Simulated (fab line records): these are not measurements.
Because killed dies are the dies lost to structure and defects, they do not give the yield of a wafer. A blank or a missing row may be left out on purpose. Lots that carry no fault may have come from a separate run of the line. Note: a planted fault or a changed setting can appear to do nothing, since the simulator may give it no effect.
The tool behind it: which one? || flow nand-harc || 32 wafers from 12 lots sampled at 6 of the route's 1302 steps

== WHAT THE GAUGES READ, wafer by wafer ==
NHARC_A_DECK1_JOINT_INSPECT_05. Usual: raw-defect-count reads 342 (standard deviation 120).
{"lot": "L540", "measured": "day 12 17:27", "on": "defect-inspect-01", "raw-defect-count": "356 526 242", "flag": ""}
{"lot": "L541", "measured": "day 12 22:56", "on": "defect-inspect-01", "raw-defect-count": "213 313 311", "flag": ""}
{"lot": "L551", "measured": "day 16 19:01", "on": "defect-inspect-02", "raw-defect-count": "1040 1031", "flag": "OFF"}
{"lot": "L552", "measured": "day 17 05:10", "on": "defect-inspect-02", "raw-defect-count": "1121 1127", "flag": "OFF"}
{"lot": "L553", "measured": "day 17 18:27", "on": "defect-inspect-01", "raw-defect-count": "196 325 202", "flag": ""}
{"lot": "L555", "measured": "day 18 06:20", "on": "defect-inspect-01", "raw-defect-count": "271 166 259", "flag": ""}
{"lot": "L554", "measured": "day 18 20:17", "on": "defect-inspect-01", "raw-defect-count": "299 247 272", "flag": ""}
{"lot": "L556", "measured": "day 19 06:58", "on": "defect-inspect-01", "raw-defect-count": "437 676 326", "flag": ""}
{"lot": "L558", "measured": "day 19 13:41", "on": "defect-inspect-01", "raw-defect-count": "448 255 329", "flag": ""}
{"lot": "L559", "measured": "day 20 10:23", "on": "defect-inspect-01", "raw-defect-count": "205 378 227", "flag": ""}
{"lot": "L561", "measured": "day 20 22:41", "on": "defect-inspect-02", "raw-defect-count": "206 149 287", "flag": ""}
{"lot": "L562", "measured": "day 21 13:05", "on": "defect-inspect-02", "raw-defect-count": "241 358 481", "flag": ""}

NHARC_A_ONON_D2_THK_MEAS_18: measures by ellipsometry. Usual: thk-nm reads 1001 nm (standard deviation 10).
{"lot": "L540", "measured": "day 13 04:18", "on": "film-metro-02", "thk-nm (nm)": "1008 1008 1009", "flag": ""}
{"lot": "L541", "measured": "day 13 11:25", "on": "film-metro-02", "thk-nm (nm)": "999 1000 999", "flag": ""}
{"lot": "L551", "measured": "day 17 09:31", "on": "film-metro-02", "thk-nm (nm)": 987, "flag": ""}
{"lot": "L552", "measured": "day 17 16:39", "on": "film-metro-01", "thk-nm (nm)": 998, "flag": ""}
{"lot": "L553", "measured": "day 18 06:37", "on": "film-metro-02", "thk-nm (nm)": "987 988 988", "flag": ""}
{"lot": "L555", "measured": "day 18 16:31", "on": "film-metro-01", "thk-nm (nm)": "992 993 994", "flag": ""}
{"lot": "L554", "measured": "day 19 06:52", "on": "film-metro-02", "thk-nm (nm)": "1015 1015 1012", "flag": ""}
{"lot": "L556", "measured": "day 19 18:48", "on": "film-metro-02", "thk-nm (nm)": "1013 1010 1011", "flag": ""}
{"lot": "L558", "measured": "day 19 23:45", "on": "film-metro-02", "thk-nm (nm)": "1018 1019 1020", "flag": ""}
{"lot": "L559", "measured": "day 20 20:43", "on": "film-metro-02", "thk-nm (nm)": "984 983 984", "flag": ""}
{"lot": "L561", "measured": "day 21 11:29", "on": "film-metro-02", "thk-nm (nm)": "1003 1001 1002", "flag": ""}
{"lot": "L562", "measured": "day 21 23:39", "on": "film-metro-01", "thk-nm (nm)": "1006 1005 1006", "flag": ""}

NHARC_END_SORT_01. Usual: killed-at-array 56, standard deviation 19; killed-at-other 1.0, standard deviation 1.5; killed-at-periphery 3.4, standard deviation 2.4; killed-dies 60, standard deviation 19; killed-open 3.3, standard deviation 1.8; killed-short 2.4, standard deviation 1.7.
{"lot": "L551", "measured": "day 28 23:29", "on": "prober-02", "killed-at-array": 110, "killed-at-other": 0, "killed-at-periphery": 0, "killed-dies": 110, "killed-open": 5, "killed-short": 2, "flag": ""}
{"lot": "L552", "measured": "day 29 19:20", "on": "prober-01", "killed-at-array": 84, "killed-at-other": 0, "killed-at-periphery": 3, "killed-dies": 87, "killed-open": 3, "killed-short": 4, "flag": ""}

== WHAT TOOL EACH LOT RAN ON (gives the tool, then ch and the chambers of the sampled wafers, and finally the start) ==
{"lot": "L540", "NHARC_A_CHANNEL_HOLE_D1_ETCH_26": "har-etch-01 ch 0,1, day 9 01:18", "NHARC_A_CHANNEL_HOLE_D1_ETCH_44": "rie-diel-11 ch 1,3, day 9 02:13", "NHARC_A_DECK1_JOINT_DEP_16": "pecvd-01 ch 0,1,2, day 12 17:11"}
{"lot": "L541", "NHARC_A_CHANNEL_HOLE_D1_ETCH_26": "har-etch-01 ch 0,1, day 9 08:19", "NHARC_A_CHANNEL_HOLE_D1_ETCH_44": "rie-diel-11 ch 0,1,2, day 9 09:14", "NHARC_A_DECK1_JOINT_DEP_16": "pecvd-01 ch 0,1,2, day 12 22:37"}
{"lot": "L551", "NHARC_A_CHANNEL_HOLE_D1_ETCH_26": "har-etch-02 ch 1, day 13 06:47", "NHARC_A_CHANNEL_HOLE_D1_ETCH_44": "rie-diel-11 ch 2, day 13 08:08", "NHARC_A_DECK1_JOINT_DEP_16": "pecvd-02 ch 0, day 16 18:49"}
{"lot": "L552", "NHARC_A_CHANNEL_HOLE_D1_ETCH_26": "har-etch-02 ch 1, day 13 12:06", "NHARC_A_CHANNEL_HOLE_D1_ETCH_44": "rie-diel-11 ch 0, day 13 12:59", "NHARC_A_DECK1_JOINT_DEP_16": "pecvd-02 ch 0, day 17 05:00"}
{"lot": "L553", "NHARC_A_CHANNEL_HOLE_D1_ETCH_26": "har-etch-02 ch 0,1, day 14 02:27", "NHARC_A_CHANNEL_HOLE_D1_ETCH_44": "rie-diel-11 ch 0,2,3, day 14 03:25", "NHARC_A_DECK1_JOINT_DEP_16": "pecvd-01 ch 0,1,2, day 17 18:08"}
{"lot": "L555", "NHARC_A_CHANNEL_HOLE_D1_ETCH_26": "har-etch-02 ch 0,1, day 14 19:46", "NHARC_A_CHANNEL_HOLE_D1_ETCH_44": "rie-diel-07 ch 1,3, day 14 20:47", "NHARC_A_DECK1_JOINT_DEP_16": "pecvd-04 ch 1,2, day 18 06:01"}
{"lot": "L554", "NHARC_A_CHANNEL_HOLE_D1_ETCH_26": "har-etch-01 ch 0,1, day 14 23:43", "NHARC_A_CHANNEL_HOLE_D1_ETCH_44": "rie-diel-11 ch 0,1, day 15 00:34", "NHARC_A_DECK1_JOINT_DEP_16": "pecvd-01 ch 0,1,2, day 18 20:04"}
{"lot": "L556", "NHARC_A_CHANNEL_HOLE_D1_ETCH_26": "har-etch-01 ch 0,1, day 15 14:41", "NHARC_A_CHANNEL_HOLE_D1_ETCH_44": "rie-diel-11 ch 0,2, day 15 15:36", "NHARC_A_DECK1_JOINT_DEP_16": "pecvd-01 ch 0,1,2, day 19 06:38"}
{"lot": "L558", "NHARC_A_CHANNEL_HOLE_D1_ETCH_26": "har-etch-02 ch 0,1, day 15 21:03", "NHARC_A_CHANNEL_HOLE_D1_ETCH_44": "rie-diel-07 ch 0,1,3, day 15 21:58", "NHARC_A_DECK1_JOINT_DEP_16": "pecvd-04 ch 1,2, day 19 13:17"}
{"lot": "L559", "NHARC_A_CHANNEL_HOLE_D1_ETCH_26": "har-etch-02 ch 0,1, day 16 18:11", "NHARC_A_CHANNEL_HOLE_D1_ETCH_44": "rie-diel-11 ch 0,1,2, day 16 19:07", "NHARC_A_DECK1_JOINT_DEP_16": "pecvd-04 ch 0,1,2, day 20 10:08"}
{"lot": "L561", "NHARC_A_CHANNEL_HOLE_D1_ETCH_26": "har-etch-01 ch 0,1, day 17 10:16", "NHARC_A_CHANNEL_HOLE_D1_ETCH_44": "rie-diel-11 ch 0,2, day 17 11:11", "NHARC_A_DECK1_JOINT_DEP_16": "pecvd-02 ch 0,1, day 20 22:24"}
{"lot": "L562", "NHARC_A_CHANNEL_HOLE_D1_ETCH_26": "har-etch-01 ch 0,1, day 18 00:03", "NHARC_A_CHANNEL_HOLE_D1_ETCH_44": "rie-diel-11 ch 0,3, day 18 00:58", "NHARC_A_DECK1_JOINT_DEP_16": "pecvd-02 ch 1,2, day 21 12:48"}
- NHARC_A_CHANNEL_HOLE_D1_ETCH_26: etches the open film in C4F8/O2/Ar, time 224.1 s, target depth 300 nm.
- NHARC_A_CHANNEL_HOLE_D1_ETCH_44: etches the open film in CF4/O2, target depth 140 nm, overetch 14 nm, time 77 s.
- NHARC_A_DECK1_JOINT_DEP_16: deposits SiO2, target thk 45 nm.

== WHAT THE TOOLS THEMSELVES READ (means of the sampled wafers that have a number; where no wafer has one, the mark that the record gives instead) ==
NHARC_A_CHANNEL_HOLE_D1_ETCH_26. Usual: drypump-motor-current-A 5.85 A, standard deviation 0.27; o2-flow-sccm 113.6 sccm, standard deviation 0.31; showerhead-plenum-p-Torr 3.62 Torr, standard deviation 0.16; throttle-valve-pct 24.584 %, standard deviation 0.0089.
{"lot": "L540", "tool": "har-etch-01", "drypump-motor-current-A (A)": 6.05, "o2-flow-sccm (sccm)": 113.7, "showerhead-plenum-p-Torr (Torr)": 3.64, "throttle-valve-pct (%)": 24.580, "flag": ""}
{"lot": "L541", "tool": "har-etch-01", "drypump-motor-current-A (A)": 6.02, "o2-flow-sccm (sccm)": 113.6, "showerhead-plenum-p-Torr (Torr)": 3.64, "throttle-valve-pct (%)": 24.590, "flag": ""}
{"lot": "L551", "tool": "har-etch-02", "drypump-motor-current-A (A)": 5.44, "o2-flow-sccm (sccm)": 113.2, "showerhead-plenum-p-Torr (Torr)": 3.48, "throttle-valve-pct (%)": 24.587, "flag": ""}
{"lot": "L552", "tool": "har-etch-02", "drypump-motor-current-A (A)": 5.41, "o2-flow-sccm (sccm)": 113.8, "showerhead-plenum-p-Torr (Torr)": 3.48, "throttle-valve-pct (%)": 24.589, "flag": ""}
{"lot": "L553", "tool": "har-etch-02", "drypump-motor-current-A (A)": 5.54, "o2-flow-sccm (sccm)": 113.6, "showerhead-plenum-p-Torr (Torr)": 3.64, "throttle-valve-pct (%)": 24.587, "flag": ""}
{"lot": "L555", "tool": "har-etch-02", "drypump-motor-current-A (A)": 5.65, "o2-flow-sccm (sccm)": 113.8, "showerhead-plenum-p-Torr (Torr)": 3.81, "throttle-valve-pct (%)": 24.586, "flag": ""}
{"lot": "L554", "tool": "har-etch-01", "drypump-motor-current-A (A)": 6.04, "o2-flow-sccm (sccm)": 113.2, "showerhead-plenum-p-Torr (Torr)": 3.60, "throttle-valve-pct (%)": 24.577, "flag": ""}
{"lot": "L556", "tool": "har-etch-01", "drypump-motor-current-A (A)": 6.04, "o2-flow-sccm (sccm)": 113.7, "showerhead-plenum-p-Torr (Torr)": 3.59, "throttle-valve-pct (%)": 24.575, "flag": ""}
{"lot": "L558", "tool": "har-etch-02", "drypump-motor-current-A (A)": 5.56, "o2-flow-sccm (sccm)": 113.6, "showerhead-plenum-p-Torr (Torr)": 3.63, "throttle-valve-pct (%)": 24.585, "flag": ""}
{"lot": "L559", "tool": "har-etch-02", "drypump-motor-current-A (A)": 5.57, "o2-flow-sccm (sccm)": 113.6, "showerhead-plenum-p-Torr (Torr)": 3.62, "throttle-valve-pct (%)": 24.584, "flag": ""}
{"lot": "L561", "tool": "har-etch-01", "drypump-motor-current-A (A)": 6.09, "o2-flow-sccm (sccm)": 113.8, "showerhead-plenum-p-Torr (Torr)": 3.64, "throttle-valve-pct (%)": 24.586, "flag": ""}
{"lot": "L562", "tool": "har-etch-01", "drypump-motor-current-A (A)": 6.02, "o2-flow-sccm (sccm)": 113.9, "showerhead-plenum-p-Torr (Torr)": 3.57, "throttle-valve-pct (%)": 24.577, "flag": ""}

NHARC_A_CHANNEL_HOLE_D1_ETCH_44. Usual: bias-w is 100.0 W with standard deviation 0.33, drypump-motor-current-A is 5.7 A with standard deviation 0.62, o2-flow-sccm is 20.00 sccm with standard deviation 0.062, oes-product-au is 1.004 a.u. with standard deviation 0.0073, rf-vpp-V is 197.2 V with standard deviation 1.6, showerhead-plenum-p-Torr is 1.31 Torr with standard deviation 0.065, and throttle-valve-pct is 13.398 % with standard deviation 0.0093.
{"lot": "L540", "tool": "rie-diel-11", "bias-w (W)": 100.2, "drypump-motor-current-A (A)": 5.5, "o2-flow-sccm (sccm)": 20.01, "oes-product-au (a.u.)": 1.005, "rf-vpp-V (V)": 195.9, "showerhead-plenum-p-Torr (Torr)": 1.25, "throttle-valve-pct (%)": 13.394, "flag": ""}
{"lot": "L541", "tool": "rie-diel-11", "bias-w (W)": 99.9, "drypump-motor-current-A (A)": 5.7, "o2-flow-sccm (sccm)": 20.03, "oes-product-au (a.u.)": 1.004, "rf-vpp-V (V)": 198.1, "showerhead-plenum-p-Torr (Torr)": 1.32, "throttle-valve-pct (%)": 13.385, "flag": ""}
{"lot": "L551", "tool": "rie-diel-11", "bias-w (W)": 100.0, "drypump-motor-current-A (A)": 6.6, "o2-flow-sccm (sccm)": 19.99, "oes-product-au (a.u.)": 1.009, "rf-vpp-V (V)": 199.0, "showerhead-plenum-p-Torr (Torr)": 1.41, "throttle-valve-pct (%)": 13.390, "flag": ""}
{"lot": "L552", "tool": "rie-diel-11", "bias-w (W)": 100.1, "drypump-motor-current-A (A)": 4.9, "o2-flow-sccm (sccm)": 20.02, "oes-product-au (a.u.)": 1.001, "rf-vpp-V (V)": 196.2, "showerhead-plenum-p-Torr (Torr)": 1.30, "throttle-valve-pct (%)": 13.383, "flag": ""}
{"lot": "L553", "tool": "rie-diel-11", "bias-w (W)": 99.8, "drypump-motor-current-A (A)": 5.6, "o2-flow-sccm (sccm)": 20.02, "oes-product-au (a.u.)": 1.007, "rf-vpp-V (V)": 197.1, "showerhead-plenum-p-Torr (Torr)": 1.32, "throttle-valve-pct (%)": 13.393, "flag": ""}
{"lot": "L555", "tool": "rie-diel-07", "bias-w (W)": 100.0, "drypump-motor-current-A (A)": 5.7, "o2-flow-sccm (sccm)": 19.99, "oes-product-au (a.u.)": 0.995, "rf-vpp-V (V)": 197.9, "showerhead-plenum-p-Torr (Torr)": 1.31, "throttle-valve-pct (%)": 13.400, "flag": ""}
{"lot": "L554", "tool": "rie-diel-11", "bias-w (W)": 99.9, "drypump-motor-current-A (A)": 5.4, "o2-flow-sccm (sccm)": 20.00, "oes-product-au (a.u.)": 1.001, "rf-vpp-V (V)": 196.2, "showerhead-plenum-p-Torr (Torr)": 1.27, "throttle-valve-pct (%)": 13.395, "flag": ""}
{"lot": "L556", "tool": "rie-diel-11", "bias-w (W)": 100.3, "drypump-motor-current-A (A)": 6.0, "o2-flow-sccm (sccm)": 20.00, "oes-product-au (a.u.)": 1.002, "rf-vpp-V (V)": 197.8, "showerhead-plenum-p-Torr (Torr)": 1.37, "throttle-valve-pct (%)": 13.387, "flag": ""}
{"lot": "L558", "tool": "rie-diel-07", "bias-w (W)": 99.9, "drypump-motor-current-A (A)": 5.9, "o2-flow-sccm (sccm)": 20.03, "oes-product-au (a.u.)": 1.000, "rf-vpp-V (V)": 197.0, "showerhead-plenum-p-Torr (Torr)": 1.30, "throttle-valve-pct (%)": 13.396, "flag": ""}
{"lot": "L559", "tool": "rie-diel-11", "bias-w (W)": 99.9, "drypump-motor-current-A (A)": 5.7, "o2-flow-sccm (sccm)": 20.03, "oes-product-au (a.u.)": 1.002, "rf-vpp-V (V)": 197.0, "showerhead-plenum-p-Torr (Torr)": 1.32, "throttle-valve-pct (%)": 13.393, "flag": ""}
{"lot": "L561", "tool": "rie-diel-11", "bias-w (W)": 100.1, "drypump-motor-current-A (A)": 6.0, "o2-flow-sccm (sccm)": 20.01, "oes-product-au (a.u.)": 1.003, "rf-vpp-V (V)": 198.2, "showerhead-plenum-p-Torr (Torr)": 1.37, "throttle-valve-pct (%)": 13.398, "flag": ""}
{"lot": "L562", "tool": "rie-diel-11", "bias-w (W)": 100.0, "drypump-motor-current-A (A)": 5.2, "o2-flow-sccm (sccm)": 19.97, "oes-product-au (a.u.)": 1.007, "rf-vpp-V (V)": 196.9, "showerhead-plenum-p-Torr (Torr)": 1.26, "throttle-valve-pct (%)": 13.402, "flag": ""}

NHARC_A_DECK1_JOINT_DEP_16. Usual: heater-power-w 580 W, standard deviation 74; throttle-valve-pct 15.9 %, standard deviation 0.61.
{"lot": "L540", "tool": "pecvd-01", "heater-power-w (W)": 529, "throttle-valve-pct (%)": 15.9, "flag": ""}
{"lot": "L541", "tool": "pecvd-01", "heater-power-w (W)": 538, "throttle-valve-pct (%)": 16.0, "flag": ""}
{"lot": "L551", "tool": "pecvd-02", "heater-power-w (W)": 513, "throttle-valve-pct (%)": 16.0, "flag": ""}
{"lot": "L552", "tool": "pecvd-02", "heater-power-w (W)": 530, "throttle-valve-pct (%)": 16.3, "flag": ""}
{"lot": "L553", "tool": "pecvd-01", "heater-power-w (W)": 633, "throttle-valve-pct (%)": 16.1, "flag": ""}
{"lot": "L555", "tool": "pecvd-04", "heater-power-w (W)": 545, "throttle-valve-pct (%)": 16.0, "flag": ""}
{"lot": "L554", "tool": "pecvd-01", "heater-power-w (W)": 638, "throttle-valve-pct (%)": 16.1, "flag": ""}
{"lot": "L556", "tool": "pecvd-01", "heater-power-w (W)": 629, "throttle-valve-pct (%)": 16.2, "flag": ""}
{"lot": "L558", "tool": "pecvd-04", "heater-power-w (W)": 531, "throttle-valve-pct (%)": 16.0, "flag": ""}
{"lot": "L559", "tool": "pecvd-04", "heater-power-w (W)": 553, "throttle-valve-pct (%)": 15.1, "flag": ""}
{"lot": "L561", "tool": "pecvd-02", "heater-power-w (W)": 557, "throttle-valve-pct (%)": 15.8, "flag": ""}
{"lot": "L562", "tool": "pecvd-02", "heater-power-w (W)": 544, "throttle-valve-pct (%)": 15.7, "flag": ""}

== THE ANSWER, worked out from the rows above alone ==
Rule: a lot counts as off when the mean over its wafers that have a number is more than 3 standard deviations away from the usual mean. A lot without any number at a reading at which 4 lots or more have one is off too. Any other lot the step has rows for is counted as sound. Order of review: gauges by route order, followed by the tools' own readings, for which a lot's mean as printed above is used. The first step at which some lot is off is used, and at that step the reading that is off furthest; a lot without a number counts as furthest.
Off at NHARC_A_DECK1_JOINT_INSPECT_05 (raw-defect-count): L551, L552.
If a tool, at a process step before that reading, ran all the lots that are off and no sound lot after the first of them, it fits. Those tools and the gauges at NHARC_A_DECK1_JOINT_INSPECT_05 are tried in the same way. None of those tried fits.

== WHAT THE SIMULATOR HAD PUT IN ==
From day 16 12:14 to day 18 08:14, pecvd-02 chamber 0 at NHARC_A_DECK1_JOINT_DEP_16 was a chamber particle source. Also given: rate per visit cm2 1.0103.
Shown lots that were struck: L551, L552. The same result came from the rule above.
